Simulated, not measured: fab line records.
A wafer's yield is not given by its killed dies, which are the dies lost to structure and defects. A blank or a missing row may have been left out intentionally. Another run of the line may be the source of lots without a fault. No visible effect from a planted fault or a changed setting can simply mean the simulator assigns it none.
fab line records	flow n5_finfet
record lots=10	wafers=29	last_day=19
route steps=1938 shown BEOL_M10@1535 BEOL_M11@1552
lots with no fault: from the same line, run without faults
start_h: the number of hours between the record's first day and the start of the first shown wafer of the lot	wait_h: hours since the lot's step before	" as in the row above	L1.1+2: one row covering several wafers at once	- no value present, or no start provided	* or withheld: withheld	< > ~ a bound
route shown NAME@n: NAME is a module with steps in the file, n the number in the route of the first one	usual: mean/standard deviation of fault-free wafers	same: alike in all rows	chamber/n: place in a boat	sites: per-site readings	_std_site: the standard deviation of these	_edge_site: the outer-site mean with the inner-site mean subtracted	radius_mm: for every site, how far away it sits from the centre of the wafer	mask NAME#n: copy n	behind: the last tool/chamber to shape the wafer	hold: why the lot was held/for how many hours/how that ended	device: names the non-switching transistor (n, p or np)	end of line: at the end of the route, the tests of the same wafers	step lacking rows: just its recipe	killed: the dies lost at the first sort to structure and to defects; this is not the yield of the wafer	map: the dies of a wafer, with x for killed, . for not killed, _ for no die there
set.NAME: the setting as run; set.NAME@STEP: as run at that earlier step	model.NAME: the simulator's own value behind a step, which no gauge read
steps of the route over a sample of lots; a table a step, a row a wafer
services: from which hour (start_h, from the record's first day; less than 0 if before it) a tool's chamber was out of use, for how many hours, and why
## steps
# step N5_BEOL_M10_INSPECT_58
# recipe inspect_instrument=darkfield	mode=post_dep
# usual raw_defect_count=72/22
lot.wafer	tool	chamber	start_h	wait_h	raw_defect_count
L832.2	defect_inspect-01	-	282.29	0.0	60
L832.3	"	-	"	"	53
L832.4	"	-	"	"	65
L836.3	defect_inspect-01	-	295.81	0.0	102
L836.5	"	-	"	"	57
L836.6	"	-	"	"	93
L838.1	defect_inspect-02	-	306.57	0.0	64
L838.3	"	-	"	"	82
L838.6	"	-	"	"	71
L839.1	defect_inspect-01	-	312.54	0.0	54
L839.3	"	-	"	"	45
L839.4	"	-	"	"	61
L837.3	defect_inspect-01	-	314.80	0.0	109
L837.5	"	-	"	"	116
L837.6	"	-	"	"	91
L840.1	defect_inspect-01	-	319.20	0.0	78
L840.4	"	-	"	"	40
L840.6	"	-	"	"	57
L846.2	defect_inspect-01	-	367.66	0.0	108
L846.5	"	-	"	"	59
L847.1	defect_inspect-01	-	380.53	0.0	66
L847.4	"	-	"	"	76
L847.5	"	-	"	"	85
L853.1	defect_inspect-01	-	410.25	0.0	64
L853.2	"	-	"	"	104
L853.3	"	-	"	"	85
L852.1	defect_inspect-01	-	416.44	0.0	98
L852.2	"	-	"	"	65
L852.4	"	-	"	"	55
# step N5_BEOL_M11_DESCUM_16
# recipe chemistry=O2	time_s=7.9	source_power_w=50	bias_power_w=20	pressure_mtorr=20	rf_frequency_hz=2.712e+07	temp_c=40	resist=CAR-ArF	o2_flow_sccm=225
# usual drypump_motor_current_A=5.7/0.42	o2_flow_sccm=224.9/0.68	oes_product_au=0.77/0.082	rf_vpp_V=242.5/1.3	showerhead_plenum_p_Torr=2.06/0.067	throttle_valve_pct=20.53/0.17
lot.wafer	tool	chamber	start_h	wait_h	drypump_motor_current_A	o2_flow_sccm	oes_product_au	rf_hours_counter_h	rf_vpp_V	showerhead_plenum_p_Torr	throttle_valve_pct
L832.2	rie_diel-03	3	284.59	0.3	5.5	225.9	0.70	203	244.3	2.16	20.60
L832.3	"	2	"	"	5.7	224.3	0.68	233	241.0	1.98	20.58
L832.4	"	0	"	"	5.9	224.5	0.78	123	245.5	2.18	20.42
L836.3	rie_diel-02	1	297.97	0.0	5.6	224.8	0.73	187	241.2	2.00	20.75
L836.5	"	3	"	"	5.9	225.5	0.71	-	241.7	1.99	20.42
L836.6	"	2	"	"	6.1	224.1	0.83	-	241.5	2.03	20.52
L838.1	rie_diel-05	1	309.16	0.1	5.4	225.3	0.86	69	242.3	2.13	20.24
L838.3	"	2	"	"	6.2	224.7	0.89	37	241.2	2.04	20.41
L838.6	"	3	"	"	6.4	225.7	0.73	-	243.4	2.07	20.73
L839.1	rie_diel-03	3	314.53	0.3	5.5	225.1	0.68	213	244.1	2.16	20.65
L839.3	"	2	"	"	5.7	224.6	0.67	243	241.9	1.98	20.60
L839.4	"	0	"	"	5.9	225.0	0.78	-	243.9	2.17	20.44
L837.3	rie_diel-05	0	317.23	0.0	5.8	225.1	0.67	249	243.3	2.07	20.35
L837.5	"	2	"	"	6.2	225.0	0.88	-	240.6	2.04	20.42
L837.6	"	0	"	"	5.8	226.1	0.67	-	243.0	2.07	20.37
L840.1	rie_diel-02	2	321.91	0.4	6.1	225.2	0.83	100	241.1	2.03	20.50
L840.4	"	3	"	"	5.9	224.3	0.70	215	240.6	1.99	20.45
L840.6	"	1	"	"	5.6	224.8	0.72	-	241.6	2.00	20.76
L846.2	rie_diel-03	3	369.52	0.1	5.5	224.5	0.68	225	244.4	2.16	20.65
L846.5	"	1	"	"	5.7	226.2	0.70	-	241.2	2.06	20.78
L847.1	rie_diel-02	1	383.20	0.2	5.6	225.3	0.71	212	242.5	1.99	20.77
L847.4	"	3	"	"	5.9	224.3	0.69	241	240.4	1.98	20.48
L847.5	"	2	"	"	6.1	226.1	0.80	-	240.6	2.02	20.55
L853.1	rie_diel-05	0	411.98	0.0	5.8	225.5	0.91	22	244.1	2.06	20.05
L853.2	"	3	"	"	6.4	224.3	0.70	218	243.9	2.06	20.80
L853.3	"	1	"	"	5.3	225.9	0.80	110	243.7	2.11	20.30
L852.1	rie_diel-02	1	420.14	0.2	5.6	225.0	0.69	223	241.6	1.99	20.80
L852.2	"	2	"	"	6.1	225.0	0.78	135	241.8	2.02	20.56
L852.4	"	2	"	"	6.1	224.3	0.79	-	241.6	2.02	20.55
# step N5_BEOL_M11_DESCUM_33
# recipe chemistry=O2	time_s=7.9	source_power_w=50	bias_power_w=20	pressure_mtorr=20	rf_frequency_hz=2.712e+07	temp_c=40	resist=CAR-ArF	o2_flow_sccm=225
# usual drypump_motor_current_A=5.8/0.38	o2_flow_sccm=225.0/0.8	oes_product_au=0.78/0.09	rf_vpp_V=243.0/1.4	showerhead_plenum_p_Torr=2.07/0.065	throttle_valve_pct=20.49/0.21
lot.wafer	tool	chamber	start_h	wait_h	drypump_motor_current_A	o2_flow_sccm	oes_product_au	rf_hours_counter_h	rf_vpp_V	showerhead_plenum_p_Torr	throttle_valve_pct
L832.2	rie_diel-03	1	286.05	0.0	5.7	224.1	0.70	211	242.0	2.07	20.76
L832.3	"	0	"	"	5.9	223.6	0.78	123	245.7	2.18	20.42
L832.4	"	3	"	"	5.5	225.3	0.69	203	245.2	2.16	20.61
L836.3	rie_diel-05	3	302.67	0.5	6.3	224.6	0.74	178	241.9	2.08	20.74
L836.5	"	1	"	"	5.3	224.9	0.85	-	244.0	2.13	20.24
L836.6	"	0	"	"	5.8	224.7	0.67	-	242.0	2.07	20.34
L838.1	rie_diel-05	2	310.07	0.1	6.2	225.6	0.89	37	243.6	2.04	20.40
L838.3	"	1	"	"	5.4	224.6	0.85	69	244.5	2.13	20.23
L838.6	"	1	"	"	5.4	224.7	0.86	-	242.5	2.13	20.23
L839.1	rie_diel-05	2	315.93	0.0	6.2	226.4	0.88	40	242.5	2.04	20.41
L839.3	"	1	"	"	5.3	225.3	0.85	72	243.5	2.12	20.26
L839.4	"	1	"	"	5.3	226.2	0.84	-	244.9	2.12	20.24
L837.3	rie_diel-05	1	318.59	0.0	5.4	225.5	0.85	73	243.7	2.12	20.24
L837.5	"	1	"	"	5.3	225.4	0.86	-	244.4	2.12	20.25
L837.6	"	2	"	"	6.2	225.4	0.89	-	242.8	2.04	20.41
L840.1	rie_diel-03	2	322.93	0.1	5.7	224.5	0.67	247	242.7	1.98	20.59
L840.4	"	3	"	"	5.5	224.7	0.68	-	245.6	2.16	20.65
L840.6	"	2	"	"	5.7	224.4	0.67	-	241.1	1.98	20.59
L846.2	rie_diel-05	1	372.27	0.6	5.4	225.5	0.83	99	243.5	2.12	20.28
L846.5	"	3	"	"	6.4	224.1	0.71	-	241.9	2.06	20.76
L847.1	rie_diel-02	1	385.76	0.0	5.6	224.9	0.71	212	243.1	1.99	20.78
L847.4	"	2	"	"	6.0	225.0	0.79	124	240.2	2.02	20.55
L847.5	"	0	"	"	4.8	224.2	0.87	-	244.6	2.13	20.49
L853.1	rie_diel-02	3	413.51	0.1	5.9	225.8	0.68	250	240.4	1.98	20.50
L853.2	"	2	"	"	6.1	226.2	0.79	132	243.1	2.02	20.56
L853.3	"	1	"	"	5.6	224.3	0.70	220	240.4	1.99	20.80
L852.1	rie_diel-03	1	421.45	0.0	5.7	225.5	0.69	238	242.3	2.06	20.81
L852.2	"	3	"	"	5.5	224.5	0.66	239	244.0	2.15	20.68
L852.4	"	2	"	"	5.7	225.4	0.93	9	245.1	2.24	20.21
# step N5_BEOL_M11_VIA_ETCH_34
# recipe chemistry=C4F6/O2	target=SiCOH_lowk	target_depth_a=1845	mask_material=SOC	taper_deg=4	time_s=69.2	ion_energy_ev=250	pressure_mtorr=30	source_w=345	bias_w=185	Ar_flow_sccm=300	C4F6_flow_sccm=10	O2_flow_sccm=10
# usual drypump_motor_current_A=5.8/0.38	oes_o_777_au=0.78/0.084	oes_product_au=0.78/0.089	rf_vpp_V=665/5.6	run_length_s=92.7/0.35	showerhead_plenum_p_Torr=2.82/0.086	throttle_valve_pct=20.97/0.23
lot.wafer	tool	chamber	start_h	wait_h	drypump_motor_current_A	oes_o_777_au	oes_product_au	rf_hours_counter_h	rf_vpp_V	run_length_s	showerhead_plenum_p_Torr	throttle_valve_pct
L832.2	rie_diel-03	1	286.26	0.0	5.8	0.70	0.71	211	659	92.6	2.83	21.35
L832.3	"	0	"	"	5.9	0.78	0.79	123	668	92.5	2.96	20.96
L832.4	"	3	"	"	5.4	0.69	0.68	203	670	93.1	2.95	21.13
L836.3	rie_diel-05	3	302.88	0.0	6.4	0.74	0.74	178	670	93.4	2.83	21.25
L836.5	"	1	"	"	5.4	0.84	0.85	-	671	92.8	2.89	20.69
L836.6	"	0	"	"	5.8	0.67	0.67	-	663	92.0	2.81	20.78
L838.1	rie_diel-05	2	310.28	0.0	6.2	0.89	0.90	37	666	92.8	2.79	20.91
L838.3	"	1	"	"	5.4	0.84	0.85	69	671	92.4	2.89	20.70
L838.6	"	1	"	"	5.4	0.83	0.85	-	670	92.3	2.89	20.69
L839.1	rie_diel-05	2	316.13	0.0	6.2	0.88	0.89	40	669	92.5	2.78	20.93
L839.3	"	1	"	"	5.3	0.83	0.85	72	670	92.8	2.89	20.73
L839.4	"	1	"	"	5.3	0.84	0.85	-	670	92.4	2.89	20.73
L837.3	rie_diel-05	1	318.79	0.0	5.4	0.83	0.84	73	670	92.3	2.89	20.71
L837.5	"	1	"	"	5.3	0.83	0.85	-	671	92.7	2.89	20.71
L837.6	"	2	"	"	6.2	0.87	0.90	-	665	92.7	2.78	20.92
L840.1	rie_diel-03	2	323.14	0.0	5.7	0.67	0.66	247	666	92.6	2.71	21.11
L840.4	"	3	"	"	5.6	0.68	0.67	-	670	93.5	2.94	21.13
L840.6	"	2	"	"	5.7	0.67	0.67	-	666	92.9	2.71	21.13
L846.2	rie_diel-05	1	372.48	0.0	5.3	0.80	0.82	99	671	89.0	2.87	20.76
L846.5	"	3	"	"	6.4	0.72	0.71	-	669	92.8	2.82	21.29
L847.1	rie_diel-02	1	385.97	0.0	5.6	0.73	0.70	212	656	92.9	2.70	21.18
L847.4	"	2	"	"	6.1	0.80	0.79	124	665	92.4	2.75	21.02
L847.5	"	0	"	"	4.8	0.89	0.86	-	662	92.5	2.88	20.88
L853.1	rie_diel-02	3	413.72	0.0	5.9	0.70	0.69	250	650	92.7	2.69	20.94
L853.2	"	2	"	"	6.1	0.79	0.79	132	665	92.4	2.75	21.04
L853.3	"	1	"	"	5.6	0.73	0.71	220	657	92.8	2.70	21.18
L852.1	rie_diel-03	1	421.65	0.0	5.7	0.68	0.68	238	658	92.9	2.82	21.39
L852.2	"	3	"	"	5.5	0.66	0.67	239	669	93.2	2.93	21.18
L852.4	"	2	"	"	5.7	0.92	0.93	9	677	93.2	3.04	20.78
## services
tool	chamber	start_h	hours	kind
rie_diel-05	2	281.14	7.1	repair
rie_diel-02	0	294.77	12.3	repair
rie_diel-03	1	312.30	15.5	repair
rie_diel-05	3	315.21	3.1	repair
rie_diel-05	0	321.37	-	clean
rie_diel-05	0	321.37	-	consumable_replace:focus_ring
rie_diel-05	0	321.37	26.0	scheduled_down
rie_diel-05	0	321.37	26.0	vent_cycle
rie_diel-02	2	322.19	4.5	repair
rie_diel-03	-	327.21	28.1	pm
rie_diel-05	-	329.22	0.3	repair
rie_diel-02	-	332.96	1.8	repair
rie_diel-02	0	350.85	2.9	repair
rie_diel-03	2	358.60	-	clean
rie_diel-03	2	358.60	-	consumable_replace:focus_ring
rie_diel-03	2	358.60	-	consumable_replace:showerhead
rie_diel-03	2	358.60	21.6	scheduled_down
rie_diel-03	2	358.60	21.6	vent_cycle
rie_diel-02	-	368.45	4.3	pm
rie_diel-03	-	374.24	1.1	repair
rie_diel-05	3	381.29	7.0	repair
rie_diel-03	-	408.89	2.8	pm
rie_diel-02	-	412.46	0.3	repair
rie_diel-02	3	414.83	-	clean
## key
first_sign step=N5_BEOL_M11_VIA_ETCH_34	reading=run_length_s	direction=down	sigmas=11	usual=*	struck=*
effect none on later readings
met_at N5_BEOL_M11_VIA_ETCH_34
struck_lots L846
struck_wafers L846.2
not_acting_at N5_BEOL_M10_INSPECT_58,N5_BEOL_M11_DESCUM_16,N5_BEOL_M11_DESCUM_33
onset_between 318.79 372.48
earlier_fault kind=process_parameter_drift	tool=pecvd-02	chamber=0	onset_h=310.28	steps=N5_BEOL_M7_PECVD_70	channel=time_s	offset=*	shape=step	acts_in=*	stated=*
fault kind=process_parameter_drift	tool=rie_diel-05	chamber=1	onset_h=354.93	steps=N5_BEOL_M11_VIA_ETCH_34	channel=time_s	offset=*	shape=step	acts_in=*	stated=*
